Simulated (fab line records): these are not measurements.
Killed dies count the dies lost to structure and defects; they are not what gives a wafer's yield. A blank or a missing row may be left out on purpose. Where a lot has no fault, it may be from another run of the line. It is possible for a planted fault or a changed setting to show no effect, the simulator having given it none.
fab line records	flow nand-harc
record: lots: 12	wafers: 36	last-day: 33
route steps=1302 shown A_STAIRCASE@714 END@1302
lots untouched by any fault: they come from a run of this same line in which no faults occurred
start-h: start of the lot's first displayed wafer, in hours after the record's first day	wait-h: how many hours have passed since the lot's step before this one	" the same as in the row above	L1.1+2: a single row standing in for several wafers	- no value, or no start given	* or withheld: withheld	< > ~ a bound
route shown NAME@n: NAME is a module with steps in the file, n the number in the route of the first one	usual: mean and standard deviation over wafers with no fault	same: alike in all rows	chamber/n: place in a boat	sites: the reading at each site	_std_site: the standard deviation of these	_edge_site: the outer-site mean with the inner-site mean subtracted	radius-mm: for every site, how far away it sits from the centre of the wafer	mask NAME#n: copy n	behind: tool/chamber where the wafer was last shaped	hold: why the lot went on hold/how many hours it stayed there/how the hold came to an end	device: transistor that didn't switch, given as n, p or np	end of line: tests run on the same wafers once the route is complete	a step with no rows: only its recipe	killed: not the wafer's yield, but the dies lost to structure and defects at the first sort	map: the dies of a wafer, with x for killed, . for not killed, _ for no die there
set.NAME: the setting as run; set.NAME@STEP: as run at that earlier step	model.NAME: the simulator's own value behind a step, which no gauge read
steps of the route over a sample of lots; a table a step, a row a wafer
services: when a tool's chamber went out of use (start-h, in hours from the record's first day, below 0 if earlier), for how many hours, and the reason
== steps ==
step: NHARC_A_STAIRCASE_TRIM_200
recipe: time-s: 211.2	o2-flow-sccm: 500	ar-flow-sccm: 0	bias-w: 0	chemistry: O2
usual: drypump-motor-current-A: 5.8/0.35	oes-product-au: 1.008/0.012	rf-vpp-V: 57.9/0.88	showerhead-plenum-p-Torr: 3.57/0.17	throttle-valve-pct: 17.037/0.0087
lot.wafer	tool	chamber	start-h	wait-h	drypump-motor-current-A	oes-product-au	rf-hours-counter-h	rf-vpp-V	showerhead-plenum-p-Torr	throttle-valve-pct
L158.3	rie-diel-02	3	-	-	5.5	1.014	42	57.9	3.78	17.027
L158.4	"	1	"	"	6.2	1.004	45	57.4	3.54	17.026
L158.5	"	0	"	"	6.1	0.993	-	59.8	3.44	17.043
L159.3	rie-diel-10	2	-	-	5.4	1.003	29	56.2	3.29	17.031
L159.4	"	3	"	"	6.0	0.992	-	59.0	3.65	17.034
L159.6	"	2	"	"	5.4	1.005	-	56.7	3.29	17.054
L160.1	rie-diel-02	2	-	-	6.1	1.005	45	58.8	3.34	17.032
L160.2	"	0	"	"	6.1	0.995	57	58.4	3.44	17.044
L160.5	"	2	"	"	6.1	1.009	-	57.6	3.34	17.034
L163.4	rie-diel-10	0	-	-	5.5	1.012	54	57.8	3.78	17.030
L163.3	"	1	"	"	5.7	1.029	64	56.4	3.54	17.039
L163.1	"	2	"	"	5.4	1.010	50	57.7	3.28	17.029
L164.1	rie-diel-02	1	-	-	6.3	1.023	6	57.8	3.54	17.032
L164.4	"	2	"	"	6.1	1.017	10	58.2	3.34	17.041
L164.2	"	3	"	"	5.6	1.002	10	57.5	3.77	17.029
L165.2	rie-diel-02	0	-	-	6.1	1.009	9	56.2	3.43	17.042
L165.3	"	2	"	"	6.1	1.001	12	56.0	3.33	17.037
L165.6	"	0	"	"	6.1	1.016	-	58.1	3.43	17.036
L173.4	rie-diel-02	0	-	-	6.1	1.008	32	57.6	3.42	17.045
L173.6	"	0	"	"	6.1	1.007	-	57.5	3.42	17.039
L173.5	"	1	"	"	6.3	1.013	-	58.7	3.52	17.030
L172.2	rie-diel-02	0	-	-	6.1	1.018	32	56.8	3.42	17.042
L172.3	"	1	"	"	6.2	1.016	33	58.9	3.52	17.033
L172.6	"	3	"	"	5.5	0.984	-	59.7	3.76	17.022
L175.1	rie-diel-02	1	-	-	6.2	1.018	40	56.8	3.52	17.026
L175.6	"	2	"	"	6.2	1.012	-	56.8	3.32	17.046
L175.5	"	3	"	"	5.6	0.992	-	59.3	3.76	17.039
L176.2	rie-diel-10	0	-	-	5.4	1.001	36	58.0	3.75	17.046
L176.5	"	3	"	"	5.9	0.991	-	59.5	3.61	17.036
L176.6	"	0	"	"	5.5	1.007	-	58.5	3.75	17.045
L179.1	rie-diel-10	3	-	-	6.0	0.997	44	59.3	3.61	17.043
L179.4	"	0	"	"	5.5	1.013	44	58.6	3.75	17.039
L179.2	"	1	"	"	5.7	1.018	38	56.4	3.52	17.039
L180.2	rie-diel-02	2	-	-	6.1	1.017	0	58.7	3.31	17.031
L180.4	"	0	"	"	6.1	1.006	1	57.8	3.41	17.045
L180.6	"	3	"	"	5.5	0.994	-	57.3	3.75	17.046
step: NHARC_A_STAIRCASE_ETCH_223
recipe: target-depth-a: 1000	time-s: 40.5	ion-energy-ev: 400	c4f8-flow-sccm: 20	o2-flow-sccm: 10	ar-flow-sccm: withheld	rf-w: 600	bias-w: 1000	chemistry: C4F8/O2
usual: oes-product-au: 0.946/0.013	rf-fwd-power-W: 592/3.3	rf-vpp-V: 898/5.6
lot.wafer	tool	chamber	start-h	wait-h	oes-product-au	rf-fwd-power-W	rf-hours-counter-h	rf-vpp-V
L158.3	rie-diel-10	2	-	-	0.931	595	29	888
L158.5	"	1	"	"	0.951	602	-	898
L158.4	"	3	"	"	0.925	593	-	899
L159.4	rie-diel-01	2	-	-	0.956	595	56	904
L159.3	"	0	"	"	0.946	594	53	896
L159.6	"	1	"	"	0.963	592	-	894
L160.2	rie-diel-10	1	-	-	0.971	595	50	896
L160.1	"	2	"	"	0.938	597	37	887
L160.5	"	3	"	"	0.944	594	-	901
L163.1	rie-diel-10	3	-	-	0.940	589	56	900
L163.4	"	0	"	"	0.941	590	55	905
L163.3	"	1	"	"	0.940	596	65	897
L164.1	rie-diel-02	1	-	-	0.958	588	7	896
L164.4	"	2	"	"	0.956	589	10	887
L164.2	"	3	"	"	0.950	594	10	905
L165.3	rie-diel-02	2	-	-	0.941	592	13	889
L165.2	"	3	"	"	0.947	592	13	904
L165.6	"	0	"	"	0.963	586	-	893
L173.4	rie-diel-01	2	-	-	0.936	595	42	904
L173.6	"	0	"	"	0.973	593	-	895
L173.5	"	1	"	"	0.936	591	-	893
L172.3	rie-diel-10	3	-	-	0.922	592	24	898
L172.2	"	0	"	"	0.932	589	25	902
L172.6	"	3	"	"	0.918	588	-	899
L175.1	rie-diel-01	1	-	-	0.948	592	44	893
L175.5	"	2	"	"	0.932	596	-	904
L175.6	"	3	"	"	0.958	585	-	904
L176.2	rie-diel-01	2	-	-	0.940	596	58	904
L176.6	"	0	"	"	0.945	593	-	895
L176.5	"	1	"	"	0.939	592	-	894
L179.4	rie-diel-01	0	-	-	0.934	597	2	895
L179.2	"	1	"	"	0.934	590	2	892
L179.1	"	2	"	"	0.916	596	4	903
L180.4	rie-diel-02	0	-	-	0.956	585	1	893
L180.2	"	3	"	"	0.944	591	1	904
L180.6	"	1	"	"	0.941	591	-	895
step: NHARC_A_STAIRCASE_ETCH_225
recipe: target-depth-a: 1000	time-s: 40.5	ion-energy-ev: 400	c4f8-flow-sccm: 20	o2-flow-sccm: 10	ar-flow-sccm: withheld	rf-w: 600	bias-w: 1000	chemistry: C4F8/O2
usual: oes-product-au: 0.947/0.013	rf-fwd-power-W: 592/3.4	rf-vpp-V: 898/5.6
lot.wafer	tool	chamber	start-h	wait-h	oes-product-au	rf-fwd-power-W	rf-hours-counter-h	rf-vpp-V
L158.3	rie-diel-10	3	-	-	0.934	592	35	901
L158.4	"	3	"	"	0.933	590	-	901
L158.5	"	1	"	"	0.951	596	-	897
L159.3	rie-diel-01	0	-	-	0.934	592	53	895
L159.4	"	1	"	"	0.972	590	54	896
L159.6	"	2	"	"	0.951	594	-	904
L160.1	rie-diel-10	1	-	-	0.969	596	50	898
L160.2	"	2	"	"	0.945	597	37	887
L160.5	"	0	"	"	0.970	590	-	907
L163.1	rie-diel-10	0	-	-	0.940	592	55	904
L163.3	"	2	"	"	0.947	595	50	885
L163.4	"	2	"	"	0.940	592	-	888
L164.1	rie-diel-02	1	-	-	0.966	590	7	897
L164.4	"	2	"	"	0.950	587	10	889
L164.2	"	3	"	"	0.935	595	10	903
L165.2	rie-diel-02	2	-	-	0.933	590	13	889
L165.3	"	1	"	"	0.941	591	9	895
L165.6	"	2	"	"	0.937	587	-	889
L173.4	rie-diel-01	0	-	-	0.967	591	37	896
L173.5	"	3	"	"	0.954	588	-	904
L173.6	"	0	"	"	0.981	591	-	895
L172.2	rie-diel-10	2	-	-	0.961	593	20	903
L172.3	"	0	"	"	0.947	590	25	902
L172.6	"	2	"	"	0.955	594	-	906
L175.1	rie-diel-01	0	-	-	0.964	597	42	896
L175.5	"	0	"	"	0.957	593	-	896
L175.6	"	1	"	"	0.936	587	-	893
L176.2	rie-diel-01	3	-	-	0.948	585	59	903
L176.5	"	0	"	"	0.945	594	-	896
L176.6	"	1	"	"	0.934	593	-	893
L179.4	rie-diel-01	3	-	-	0.937	588	4	902
L179.2	"	1	"	"	0.958	590	2	893
L179.1	"	2	"	"	0.919	599	4	902
L180.4	rie-diel-02	3	-	-	0.941	594	1	905
L180.2	"	2	"	"	0.957	587	1	888
L180.6	"	3	"	"	0.941	595	-	904
step: NHARC_A_STAIRCASE_ETCH_230
recipe: target-depth-a: 1000	time-s: 40.5	ion-energy-ev: 400	c4f8-flow-sccm: 20	o2-flow-sccm: 10	ar-flow-sccm: withheld	rf-w: 600	bias-w: 1000	chemistry: C4F8/O2
usual: oes-product-au: 0.955/0.018	rf-fwd-power-W: 592/3.4	rf-vpp-V: 898/5.6
lot.wafer	tool	chamber	start-h	wait-h	oes-product-au	rf-fwd-power-W	rf-hours-counter-h	rf-vpp-V
L158.4	rie-diel-01	0	370.69	-	0.909	593	52	896
L158.3	"	1	"	"	0.948	592	53	894
L158.5	"	2	"	"	0.920	596	-	904
L159.3	rie-diel-10	1	373.34	-	0.988	596	43	897
L159.4	"	1	"	"	0.989	595	-	897
L159.6	"	3	"	"	0.963	591	-	900
L160.1	rie-diel-10	2	390.16	-	0.940	591	38	888
L160.2	"	3	"	"	0.943	591	43	899
L160.5	"	0	"	"	0.971	590	-	905
L163.3	rie-diel-01	3	421.08	-	0.944	588	10	904
L163.4	"	1	"	"	0.939	588	10	894
L163.1	"	2	"	"	0.917	594	10	905
L164.2	rie-diel-02	1	423.89	-	0.965	591	7	897
L164.1	"	2	"	"	0.949	589	11	890
L164.4	"	0	"	"	0.944	585	7	892
L165.3	rie-diel-01	3	434.56	-	0.981	588	14	903
L165.2	"	2	"	"	0.953	598	14	905
L165.6	"	0	"	"	0.981	594	-	896
L173.4	rie-diel-01	3	507.37	-	1.178	829	43	902
L173.5	"	3	"	"	1.168	825	-	902
L173.6	"	0	"	"	1.212	831	-	895
L172.2	rie-diel-01	0	509.49	-	1.230	834	37	895
L172.3	"	2	"	"	1.218	835	43	904
L172.6	"	3	"	"	1.229	827	-	903
L175.1	rie-diel-02	3	530.69	-	0.944	592	40	904
L175.5	"	1	"	"	0.965	591	-	895
L175.6	"	2	"	"	0.960	590	-	888
L176.2	rie-diel-02	1	547.59	-	0.992	592	48	895
L176.6	"	0	"	"	0.972	587	-	892
L176.5	"	1	"	"	0.990	590	-	896
L179.2	rie-diel-10	3	574.62	-	0.948	594	45	897
L179.1	"	0	"	"	0.964	593	45	903
L179.4	"	1	"	"	0.978	597	39	895
L180.2	rie-diel-02	3	585.54	-	0.933	594	1	903
L180.4	"	1	"	"	0.946	591	1	895
L180.6	"	3	"	"	0.934	593	-	905
step: NHARC_END_SORT_01
recipe: temp-c: 25
usual: killed-at-array: 58/22	killed-at-other: 1.0/1.3	killed-at-periphery: 5/3.4	killed-dies: 64/22	killed-open: 3.6/1.8	killed-short: 2.4/1.7
same: gross-dies: 677
lot.wafer	tool	chamber	start-h	wait-h	hold	killed-at-array	killed-at-other	killed-at-periphery	killed-dies	killed-open	killed-short
L159.3	prober-02	0	575.61	3.1	-	48	0	9	57	3	5
L159.4	prober-02	0	576.40	3.4	-	57	0	5	62	3	4
L159.6	prober-02	0	577.99	4.0	-	49	0	5	54	3	2
L164.1	prober-02	0	622.27	2.5	-	40	2	12	54	1	3
L164.2	prober-02	0	623.07	2.8	-	41	0	5	46	5	1
L164.4	prober-02	0	624.66	3.4	-	64	1	9	74	6	4
L172.2	prober-01	0	703.44	2.8	await-dispo/4.8h/scrap	672	0	5	677	7	6
L172.3	prober-01	0	704.25	3.1	await-dispo/4.8h/scrap	675	0	2	677	4	2
L172.6	prober-01	0	706.68	4.1	await-dispo/4.8h/scrap	675	1	1	677	1	8
L173.4	prober-02	0	705.16	3.4	await-dispo/6.9h/scrap	671	3	3	677	1	3
L173.5	prober-02	0	705.97	3.7	await-dispo/6.9h/scrap	666	1	10	677	3	6
L173.6	prober-02	0	706.78	4.0	await-dispo/6.9h/scrap	669	0	8	677	5	5
L175.1	prober-02	0	723.41	2.5	-	66	1	11	78	3	1
L175.5	prober-02	0	726.63	3.7	-	80	0	8	88	8	0
L175.6	prober-02	0	727.44	4.0	-	64	0	6	70	3	3
killed by level:class
L159.3 A_CHANNEL_HOLE_D1:chamber-film-flake=25 A_CHANNEL_HOLE_D2:chamber-film-flake=5 A_CONTACT:chamber-film-flake=5 P_CONTACT:chamber-film-flake=4 A_DECK1_JOINT:geometric-particle:short=3 A_CHANNEL_FILL_D2:chamber-film-flake=3 P_STI:chamber-film-flake=2 P_BONDPAD:chamber-film-flake=2
L159.4 A_CHANNEL_HOLE_D1:chamber-film-flake=32 A_CHANNEL_HOLE_D2:chamber-film-flake=6 A_CONTACT:chamber-film-flake=5 A_STAIRCASE:chamber-film-flake=4 A_ONON_D2:geometric-particle:open=2 A_CHANNEL_FILL_D2:geometric-particle:short=2 P_STI:chamber-film-flake=2 A_DECK1_JOINT:chamber-film-flake=2
L159.6 A_CHANNEL_HOLE_D1:chamber-film-flake=29 A_CHANNEL_HOLE_D2:chamber-film-flake=6 A_STAIRCASE:chamber-film-flake=4 A_CONTACT:chamber-film-flake=3 P_ZERO_WELL:chamber-film-flake=2 A_DECK1_JOINT:geometric-particle:open=1 A_DECK1_JOINT:geometric-particle:short=1 A_ONON_D2:geometric-particle:open=1
L164.1 A_CHANNEL_HOLE_D2:chamber-film-flake=30 P_GATE:chamber-film-flake=4 A_WL_FILL:geometric-particle:short=3 P_STI:chamber-film-flake=3 P_M1:chamber-film-flake=2 P_BONDPAD:chamber-film-flake=2 A_CHANNEL_FILL_D1:chamber-film-flake=2 A_SLIT:chamber-film-flake=2
L164.2 A_CHANNEL_HOLE_D2:chamber-film-flake=26 A_CHANNEL_FILL_D1:chamber-film-flake=5 A_SLIT:chamber-film-flake=3 P_STI:chamber-film-flake=2 P_CONTACT:geometric-particle:open=1 P_M2:geometric-particle:open=1 A_ONON_D2:geometric-particle:open=1 A_WL_FILL:geometric-particle:short=1
L164.4 A_CHANNEL_HOLE_D2:chamber-film-flake=37 A_CHANNEL_HOLE_D1:chamber-film-flake=5 A_SLIT:chamber-film-flake=4 A_CONTACT:chamber-film-flake=4 A_WL_FILL:geometric-particle:short=3 A_WL_FILL:geometric-particle:open=2 P_ZERO_WELL:chamber-film-flake=2 P_STI:chamber-film-flake=2
L172.2 A_STAIRCASE:area-etch=631 A_CHANNEL_HOLE_D2:chamber-film-flake=15 A_CHANNEL_HOLE_D1:chamber-film-flake=8 A_SLIT:chamber-film-flake=4 A_CHANNEL_FILL_D2:geometric-particle:short=3 P_CONTACT:geometric-particle:open=2 P_M2:chamber-film-flake=2 A_ZERO_WELL:chamber-film-flake=2
L172.3 A_STAIRCASE:area-etch=625 A_CHANNEL_HOLE_D2:chamber-film-flake=21 A_CHANNEL_HOLE_D1:chamber-film-flake=12 A_SLIT:chamber-film-flake=5 A_CHANNEL_FILL_D1:geometric-particle:open=2 P_M2:chamber-film-flake=2 A_STAIRCASE:chamber-film-flake=2 A_CONTACT:chamber-film-flake=2
L173.4 A_STAIRCASE:area-etch=592 A_CHANNEL_HOLE_D1:chamber-film-flake=36 A_SLIT:chamber-film-flake=30 A_CONTACT:chamber-film-flake=7 THIN_TSV:chamber-film-flake=3 A_CHANNEL_FILL_D1:geometric-particle:short=2 A_CHANNEL_FILL_D2:chamber-film-flake=2 P_STI:geometric-particle:open=1
L173.5 A_STAIRCASE:area-etch=601 A_CHANNEL_HOLE_D1:chamber-film-flake=27 A_SLIT:chamber-film-flake=23 A_CONTACT:chamber-film-flake=7 P_ZERO_WELL:chamber-film-flake=5 P_M2:chamber-film-flake=3 P_STI:geometric-particle:open=1 A_SOURCE_PLATE:geometric-particle:short=1
L172.6 A_STAIRCASE:area-etch=627 A_CHANNEL_HOLE_D2:chamber-film-flake=16 A_SLIT:chamber-film-flake=9 A_CHANNEL_HOLE_D1:chamber-film-flake=8 A_STAIRCASE:chamber-film-flake=3 A_CHANNEL_FILL_D2:geometric-particle:short=2 A_WL_FILL:geometric-particle:short=2 A_CHANNEL_FILL_D2:chamber-film-flake=2
L173.6 A_STAIRCASE:area-etch=583 A_SLIT:chamber-film-flake=36 A_CHANNEL_HOLE_D1:chamber-film-flake=31 A_CONTACT:chamber-film-flake=8 P_M2:chamber-film-flake=3 A_CHANNEL_FILL_D1:geometric-particle:short=2 P_GATE:chamber-film-flake=2 A_STAIRCASE:chamber-film-flake=2
L175.1 A_CHANNEL_HOLE_D1:chamber-film-flake=36 A_CHANNEL_HOLE_D2:chamber-film-flake=17 P_BONDPAD:chamber-film-flake=5 A_SLIT:chamber-film-flake=5 P_CONTACT:chamber-film-flake=3 A_CONTACT:chamber-film-flake=3 P_CONTACT:geometric-particle:open=1 A_CHANNEL_HOLE_D1:geometric-particle:short=1
L175.5 A_CHANNEL_HOLE_D1:chamber-film-flake=32 A_CHANNEL_HOLE_D2:chamber-film-flake=26 A_CONTACT:chamber-film-flake=6 P_CONTACT:chamber-film-flake=4 A_DECK1_JOINT:chamber-film-flake=3 A_STAIRCASE:chamber-film-flake=3 A_DECK1_JOINT:geometric-particle:open=2 A_CHANNEL_FILL_D2:geometric-particle:open=2
L175.6 A_CHANNEL_HOLE_D1:chamber-film-flake=29 A_CHANNEL_HOLE_D2:chamber-film-flake=21 P_CONTACT:chamber-film-flake=3 A_STAIRCASE:chamber-film-flake=3 A_M0:geometric-particle:open=2 P_BONDPAD:chamber-film-flake=2 A_CONTACT:chamber-film-flake=2 A_DECK1_JOINT:geometric-particle:short=1
== services ==
tool	chamber	start-h	hours	kind
rie-diel-01	1	349.19	1.7	repair
rie-diel-02	0	350.05	-	clean
rie-diel-02	1	350.05	-	clean
rie-diel-02	2	350.05	-	clean
rie-diel-02	3	350.05	-	clean
rie-diel-10	-	351.67	2.7	repair
rie-diel-10	0	368.82	15.9	repair
rie-diel-02	0	374.55	-	clean
rie-diel-02	1	374.55	-	clean
rie-diel-02	2	374.55	-	clean
rie-diel-02	3	374.55	-	clean
rie-diel-01	-	380.96	9.0	pm
rie-diel-02	-	393.71	9.0	pm
rie-diel-02	0	393.71	9.0	vent-cycle
rie-diel-10	0	405.13	4.4	repair
rie-diel-10	-	422.96	9.0	pm
rie-diel-01	0	429.08	2.5	repair
rie-diel-10	1	463.91	12.3	repair
rie-diel-10	0	498.78	5.2	repair
rie-diel-02	0	511.33	1.3	repair
rie-diel-10	0	539.17	2.1	repair
rie-diel-02	1	551.20	4.7	repair
rie-diel-01	-	557.96	9.0	pm
rie-diel-02	-	570.74	9.0	pm
== key ==
first-sign: step: NHARC_A_STAIRCASE_ETCH_230	reading: rf-fwd-power-W	direction: up	sigmas: 70	usual: *	struck: *
effect: step: NHARC_A_STAIRCASE_ETCH_230	reading: oes-product-au	direction: up	sigmas: 14	usual: 0.955	struck: 1.206
effect: step: NHARC_END_SORT_01	reading: killed-at-array	direction: up	sigmas: 28	usual: 58	struck: 671
more-kills-born-at: NHARC_A_STAIRCASE_ETCH_230@rie-diel-01: 3659
met-at NHARC_A_STAIRCASE_ETCH_230
struck-lots L172,L173
later-rows-left-out L172.2,L172.3,L172.6,L173.4,L173.5,L173.6
tester-left-out L172,L173
not-acting-at NHARC_A_STAIRCASE_TRIM_200,NHARC_A_STAIRCASE_ETCH_223,NHARC_A_STAIRCASE_ETCH_225
onset-between 434.56 507.37
fault: kind: process-parameter-drift	tool: rie-diel-01	chamber: -	onset-h: 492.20	steps: NHARC_A_STAIRCASE_ETCH_230	channel: rf-w	offset: *	shape: step	end-h: 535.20	acts-in: *	stated: *
tester-left-out: of these lots the tester's yield and bins aren't shown, on N5 and GAA mostly nor the transistor test; their killed dies are dies lost to structure and defects alone, not to doping, threshold or leakage, so they don't give the yield
later-rows-left-out: the simulator's readings of these wafers behind a module that went badly wrong aren't trusted and aren't shown, but for the sort
